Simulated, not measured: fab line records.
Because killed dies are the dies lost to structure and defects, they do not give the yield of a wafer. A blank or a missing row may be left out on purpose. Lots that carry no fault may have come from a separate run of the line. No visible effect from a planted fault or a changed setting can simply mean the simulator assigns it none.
fab line records | flow n5-finfet
record lots=6 | wafers=18 | last-day=19
route steps=1938 shown STI_FIN_REVEAL@211 DUMMY_GATE@212 BEOL_M4@1111
lots that met no fault: from a run of the same line without faults
start-h: the number of hours between the record's first day and the start of the first shown wafer of the lot | wait-h: hours elapsed since this lot's preceding step | " repeats the value in the row above | L1.1+2: a row that stands for several wafers | - no value, or no start was given | * or withheld: withheld | < > ~ a bound
route shown NAME@n: names a module that has steps shown in the file, with the first one's number in the route | usual: mean and standard deviation over wafers with no fault | same: alike in all rows | chamber/n: place in a boat | sites: per-site readings | _std_site: the standard deviation of these | _edge_site: the outer-site mean with the inner-site mean subtracted | radius-mm: how far each site lies from the wafer's centre | mask NAME#n: copy n | behind: tool/chamber where the wafer was last shaped | hold: why the lot was held/for how many hours/how that ended | device: names the non-switching transistor (n, p or np) | end of line: at the end of the route, the tests of the same wafers | a step without rows: its recipe alone | killed: at the first sort, the dies lost to defects and structure; wafer yield is something else | map: the dies of a wafer, with x for killed, . for not killed, _ for no die there
set.NAME: the run value of the setting; set.NAME@STEP: its run value at that earlier step | model.NAME: the simulator's own value behind a step, which no gauge read
lots at some steps of the route; a table a step, a row a wafer
services: a tool's chamber out of use, with start hour (start-h, from the record's first day; less than 0 if before it), hours out, and reason
## steps
# step N5_STI_FIN_REVEAL_INSPECT_13
# recipe inspect-instrument=darkfield | mode=post-clean
# usual raw-defect-count=12/4.6
lot.wafer | tool              | chamber | start-h | wait-h | raw-defect-count
L866.2    | defect-inspect-02 | -       | 92.87   | 0.0    | 15
L866.4    | "                 | -       | "       | "      | 13
L866.6    | "                 | -       | "       | "      | 10
L868.3    | defect-inspect-02 | -       | 111.14  | 0.0    | 11
L868.4    | "                 | -       | "       | "      | 19
L868.5    | "                 | -       | "       | "      | 16
L871.3    | defect-inspect-02 | -       | 120.59  | 0.0    | 9
L871.4    | "                 | -       | "       | "      | 6
L871.6    | "                 | -       | "       | "      | 6
L873.2    | defect-inspect-02 | -       | 132.50  | 0.0    | 11
L873.3    | "                 | -       | "       | "      | 8
L873.6    | "                 | -       | "       | "      | 19
L875.2    | defect-inspect-01 | -       | 144.97  | 0.0    | 5
L875.4    | "                 | -       | "       | "      | 9
L875.6    | "                 | -       | "       | "      | 7
L880.1    | defect-inspect-02 | -       | 174.58  | 0.0    | 10
L880.3    | "                 | -       | "       | "      | 14
L880.5    | "                 | -       | "       | "      | 6
# step N5_DUMMY_GATE_PRECLEAN_00
# recipe chemistry=O3/DIW | time-s=60 | temp-c=22 | o3-ppm=10
# step N5_DUMMY_GATE_SRD_01
# recipe time-s=30 | temp-c=23 | rinse-liquid=diw | dry=ipa-marangoni
# step N5_DUMMY_GATE_ALD_02
# recipe material=SiO2 | target-thk-a=20 | temp-c=300 | ald-precursor-family=BDEAS | ald-co-reactant=O2-plasma | pulse-time-s=1 | pressure-torr=2
# usual heater-power-w=477/53 | precursor-pulse-height-rel=1.003/0.019
lot.wafer | tool       | chamber | start-h | wait-h | heater-power-w | precursor-pulse-height-rel | since-wet-clean-h
L866.2    | ald-sin-03 | 2       | 96.72   | 2.4    | 518            | 0.989                      | 286
L866.4    | "          | 3       | "       | "      | 584            | 0.994                      | 286
L866.6    | "          | 1       | "       | "      | 389            | 1.016                      | -
L868.3    | ald-sin-04 | 3       | 111.34  | 0.1    | 545            | 1.008                      | 12
L868.4    | "          | 0       | "       | "      | 471            | 1.017                      | 12
L868.5    | "          | 0       | "       | "      | 466            | 1.010                      | -
L871.3    | ald-sin-01 | 3       | 120.68  | 0.0    | 424            | 0.968                      | 217
L871.4    | "          | 1       | "       | "      | 502            | 0.996                      | -
L871.6    | "          | 2       | "       | "      | 447            | 1.021                      | -
L873.2    | ald-sin-01 | 3       | 132.70  | 0.1    | 449            | 0.997                      | 229
L873.3    | "          | 2       | "       | "      | 451            | 1.029                      | 229
L873.6    | "          | 3       | "       | "      | 431            | 1.010                      | -
L875.2    | ald-sin-01 | 1       | 145.51  | 0.5    | 512            | 0.998                      | 242
L875.4    | "          | 2       | "       | "      | 448            | 0.991                      | 242
L875.6    | "          | 2       | "       | "      | 441            | 0.956                      | -
L880.1    | ald-sin-04 | 1       | 174.71  | 0.1    | 505            | 1.006                      | 75
L880.3    | "          | 2       | "       | "      | 475            | 0.996                      | 75
L880.5    | "          | 1       | "       | "      | 498            | 1.023                      | -
# step N5_DUMMY_GATE_CVD_03
# recipe material=a-Si | target-thk-a=1500 | temp-c=530 | precursor=SiH4 | time-s=8042
# step N5_DUMMY_GATE_PRECLEAN_46
# recipe chemistry=DIW | time-s=89.5 | temp-c=23
# step N5_DUMMY_GATE_SRD_47
# recipe dry-time-s=32 | dry=n2-spin | spin-rpm=1500
# step N5_DUMMY_GATE_CMP_04
# recipe material=a-Si | post-cmp-clean=alkaline-brush
# usual motor-current-A=10.2/0.8 | slurry-filter-dp-kPa=13.50/0.15 | time-to-endpoint-s=13.4/2.2
lot.wafer | tool   | chamber | start-h | wait-h | motor-current-A | slurry-filter-dp-kPa | time-to-endpoint-s
L866.4    | cmp-03 | 2       | 100.56  | 0.0    | 10.8            | 13.35                | 14.2
L866.2    | "      | 1       | "       | "      | 10.3            | 13.59                | 14.4
L866.6    | "      | 2       | "       | "      | 11.1            | 13.39                | 15.4
L868.4    | cmp-01 | 0       | 115.20  | 0.0    | 9.7             | 13.48                | 12.5
L868.3    | "      | 2       | "       | "      | 9.6             | 13.45                | 12.9
L868.5    | "      | 0       | "       | "      | 9.9             | 13.64                | 12.1
L871.4    | cmp-04 | 3       | 126.76  | 0.0    | 9.4             | 13.32                | 11.8
L871.3    | "      | 2       | "       | "      | 11.9            | 13.52                | 10.3
L871.6    | "      | 0       | "       | "      | 10.1            | 13.73                | 15.0
L873.3    | cmp-03 | 3       | 136.57  | 0.1    | 10.3            | 13.75                | 15.1
L873.2    | "      | 0       | "       | "      | 11.0            | 13.54                | 17.7
L873.6    | "      | 2       | "       | "      | 11.0            | 13.45                | 15.8
L875.2    | cmp-03 | 0       | 149.37  | 0.0    | 11.3            | 13.67                | 12.5
L875.4    | "      | 3       | "       | "      | 9.8             | 13.39                | 10.6
L875.6    | "      | 0       | "       | "      | 10.5            | 13.32                | 14.3
L880.1    | cmp-03 | 1       | 178.56  | 0.0    | 9.9             | 13.44                | 12.6
L880.3    | "      | 0       | "       | "      | 10.3            | 13.50                | 14.9
L880.5    | "      | 1       | "       | "      | 10.3            | 13.67                | 13.3
# step N5_DUMMY_GATE_THK_MEAS_05
# usual thk-nm=71.8/0.88
lot.wafer | tool          | chamber | start-h | wait-h | thk-nm
L866.2    | film-metro-02 | -       | 100.80  | 0.1    | 71.6
L866.4    | "             | -       | "       | "      | 72.2
L866.6    | "             | -       | "       | "      | 72.1
L868.3    | film-metro-01 | -       | 115.44  | 0.1    | 72.5
L868.4    | "             | -       | "       | "      | 72.9
L868.5    | "             | -       | "       | "      | 72.8
L871.3    | film-metro-01 | -       | 127.00  | 0.1    | 72.5
L871.4    | "             | -       | "       | "      | 71.1
L871.6    | "             | -       | "       | "      | 71.6
L873.2    | film-metro-02 | -       | 136.78  | 0.1    | 71.9
L873.3    | "             | -       | "       | "      | 71.2
L873.6    | "             | -       | "       | "      | 72.3
L875.2    | film-metro-01 | -       | 149.61  | 0.2    | 71.4
L875.4    | "             | -       | "       | "      | 70.7
L875.6    | "             | -       | "       | "      | 70.7
L880.1    | film-metro-01 | -       | 178.80  | 0.2    | 71.5
L880.3    | "             | -       | "       | "      | 73.2
L880.5    | "             | -       | "       | "      | 71.8
# step N5_DUMMY_GATE_HM_DEP_06
# recipe material=SiNx | target-thk-a=800 | precursor=DCS/NH3 | temp-c=700 | pressure-mtorr=300 | time-s=5141
# step N5_DUMMY_GATE_PECVD_30
# recipe material=SiO2 | target-thk-a=550 | temp-c=400 | precursor=TEOS/O2 | pressure-torr=6.5 | rf-w=withheld | teos-flow-sccm=withheld | gas=O2 | flow-sccm=2650 | time-s=10.8
# step N5_DUMMY_GATE_COAT_34
# recipe resist=SOC | temp-c=250 | time-s=60 | spin-rpm=1500 | resist-thk-nm=60
# step N5_DUMMY_GATE_COAT_35
# recipe resist=SiARC | temp-c=220 | time-s=60 | spin-rpm=1500 | resist-thk-nm=10
# usual plate-temp-C=219.99/0.14 | spin-speed-rpm=1499.8/0.95
lot.wafer | tool           | chamber | start-h | wait-h | plate-temp-C | spin-speed-rpm
L866.2    | litho-track-02 | 0       | 104.83  | -      | 219.66       | 1500.9
L866.4    | "              | 0       | "       | "      | 219.70       | 1499.8
L866.6    | "              | 0       | "       | "      | 219.89       | 1498.8
L868.3    | litho-track-03 | 0       | 119.47  | -      | 219.75       | 1500.1
L868.4    | "              | 0       | "       | "      | 220.04       | 1501.2
L868.5    | "              | 0       | "       | "      | 219.90       | 1498.3
L871.3    | litho-track-03 | 0       | 131.04  | -      | 220.09       | 1438.9
L871.4    | "              | 0       | "       | "      | 219.90       | 1438.6
L871.6    | "              | 0       | "       | "      | 219.85       | 1439.5
L873.2    | litho-track-03 | 0       | 140.81  | -      | 219.83       | 1440.8
L873.3    | "              | 0       | "       | "      | 219.92       | 1440.2
L873.6    | "              | 0       | "       | "      | 219.95       | 1440.9
L875.2    | litho-track-01 | 0       | 153.64  | -      | 220.08       | 1498.9
L875.4    | "              | 0       | "       | "      | 219.92       | 1500.5
L875.6    | "              | 0       | "       | "      | 219.98       | 1501.1
L880.1    | litho-track-02 | 0       | 182.83  | -      | 219.86       | 1498.5
L880.3    | "              | 0       | "       | "      | 219.83       | 1499.4
L880.5    | "              | 0       | "       | "      | 219.70       | 1499.8
# step N5_DUMMY_GATE_COAT_28
# recipe resist=underlayer | temp-c=205 | time-s=60 | spin-rpm=1500 | resist-thk-nm=10
# step N5_BEOL_M4_RC_MEAS_101
# usual DIBL_N=35.9/1.3 | DIBL_P=35.9/1.5 | IOFF_N=0.152/0.023 | IOFF_P=0.204/0.027 | ION_N=673/9.2 | ION_P=462/6.7 | SS_N=71.4/0.48 | SS_P=73.2/0.55 | VT_N=250.3/2.6 | VT_P=-250.6/3
lot.wafer | tool      | chamber | start-h | wait-h | DIBL_N[mV/V] | DIBL_P[mV/V] | IOFF_N[nA/um] | IOFF_P[nA/um] | ION_N[uA/um] | ION_P[uA/um] | SS_N[mV/dec] | SS_P[mV/dec] | VT_N[mV] | VT_P[mV]
L868.3    | prober-01 | 0       | 266.58  | 0.3    | 34.2         | 35.6         | 0.142         | 0.205         | 672          | 459          | 71.3         | 72.9         | 250.4    | -249.3
L868.4    | "         | 0       | "       | "      | 35.0         | 36.1         | 0.152         | 0.216         | 673          | 467          | 71.4         | 73.4         | 247.4    | -249.7
L868.5    | "         | 0       | "       | "      | 33.9         | 35.4         | 0.142         | 0.196         | 677          | 463          | 71.2         | 72.7         | 251.2    | -248.4
L866.2    | prober-02 | 0       | 267.23  | 0.2    | 35.6         | 35.8         | 0.138         | 0.199         | 687          | 470          | 71.1         | 73.7         | 250.1    | -250.5
L866.4    | "         | 0       | "       | "      | 37.2         | 36.9         | 0.154         | 0.220         | 682          | 464          | 72.3         | 73.6         | 249.0    | -248.0
L866.6    | "         | 0       | "       | "      | 36.3         | 36.6         | 0.152         | 0.214         | 677          | 469          | 71.4         | 73.5         | 250.2    | -247.5
L871.3    | prober-01 | 0       | 272.24  | 0.3    | 35.4         | 38.1         | 0.178         | 0.250         | 681          | 473          | 71.2         | 73.3         | 247.2    | -245.2
L871.4    | "         | 0       | "       | "      | 34.4         | 36.4         | 0.150         | 0.228         | 680          | 473          | 71.3         | 73.2         | 251.1    | -246.5
L871.6    | "         | 0       | "       | "      | 33.5         | 35.4         | 0.148         | 0.210         | 675          | 468          | 71.1         | 72.5         | 250.1    | -246.4
L873.2    | prober-02 | 0       | 276.80  | 0.2    | 36.6         | 36.6         | 0.162         | 0.221         | 684          | 465          | 71.2         | 73.7         | 247.5    | -249.8
L873.3    | "         | 0       | "       | "      | 38.8         | 39.8         | 0.213         | 0.275         | 675          | 467          | 72.0         | 73.3         | 245.3    | -248.3
L873.6    | "         | 0       | "       | "      | 35.9         | 35.9         | 0.141         | 0.203         | 673          | 461          | 71.3         | 72.8         | 250.7    | -249.1
L875.2    | prober-02 | 0       | 302.38  | 0.2    | 35.0         | 37.0         | 0.149         | 0.214         | 677          | 462          | 71.4         | 72.4         | 249.3    | -249.2
L875.4    | "         | 0       | "       | "      | 36.0         | 37.6         | 0.170         | 0.232         | 686          | 473          | 71.8         | 73.5         | 249.0    | -245.5
L875.6    | "         | 0       | "       | "      | 35.0         | 36.6         | 0.145         | 0.206         | 670          | 468          | 72.1         | 73.3         | 251.0    | -251.0
L880.1    | prober-02 | 0       | 334.64  | 0.0    | 37.9         | 37.5         | 0.177         | 0.282         | 669          | 468          | 72.8         | 72.9         | 250.0    | -243.7
L880.3    | "         | 0       | "       | "      | 34.3         | 32.7         | 0.112         | 0.196         | 658          | 464          | 71.4         | 71.8         | 255.1    | -245.7
L880.5    | "         | 0       | "       | "      | 36.2         | 35.5         | 0.143         | 0.233         | 660          | 462          | 71.5         | 72.5         | 252.8    | -244.6
## services
tool           | chamber | start-h | hours | kind
cmp-04         | -       | 72.88   | 3.9   | repair
ald-sin-04     | 1       | 82.27   | 4.2   | repair
ald-sin-01     | -       | 83.81   | 14.6  | pm
cmp-04         | -       | 84.86   | 0.3   | repair
ald-sin-04     | -       | 85.25   | 14.0  | pm
ald-sin-04     | 0       | 85.25   | 14.0  | vent-cycle
ald-sin-04     | 2       | 85.25   | 14.0  | vent-cycle
ald-sin-04     | 3       | 85.25   | 14.0  | vent-cycle
cmp-04         | -       | 87.41   | 1.7   | repair
ald-sin-04     | 0       | 99.25   | -     | clean
ald-sin-04     | 1       | 99.25   | -     | clean
ald-sin-04     | 2       | 99.25   | -     | clean
ald-sin-04     | 3       | 99.25   | -     | clean
cmp-01         | -       | 122.00  | 5.7   | pm
cmp-04         | -       | 136.09  | 0.9   | repair
ald-sin-03     | 2       | 138.47  | 10.7  | repair
cmp-03         | -       | 156.16  | 4.0   | pm
cmp-03         | -       | 160.16  | -     | consumable-replace:conditioner
cmp-03         | -       | 160.16  | -     | consumable-replace:pad
litho-track-02 | -       | 164.78  | -     | consumable-replace:filter
ald-sin-03     | -       | 177.34  | 14.0  | pm
ald-sin-03     | 0       | 177.34  | 14.0  | vent-cycle
ald-sin-03     | 1       | 177.34  | 14.0  | vent-cycle
ald-sin-03     | 2       | 177.34  | 14.0  | vent-cycle
## key
first-sign step=N5_DUMMY_GATE_COAT_35 | reading=spin-speed-rpm | direction=down | sigmas=63 | usual=* | struck=*
effect none on later readings
met-at N5_DUMMY_GATE_COAT_35
struck-wafers L871.3,L871.4,L871.6,L873.2,L873.3,L873.6
onset-between 119.47 131.04
fault kind=process-parameter-drift | tool=litho-track-03 | chamber=- | onset-h=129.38 | steps=N5_DUMMY_GATE_COAT_35 | channel=spin-rpm | offset=* | shape=step | end-h=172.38 | acts-in=* | stated=*
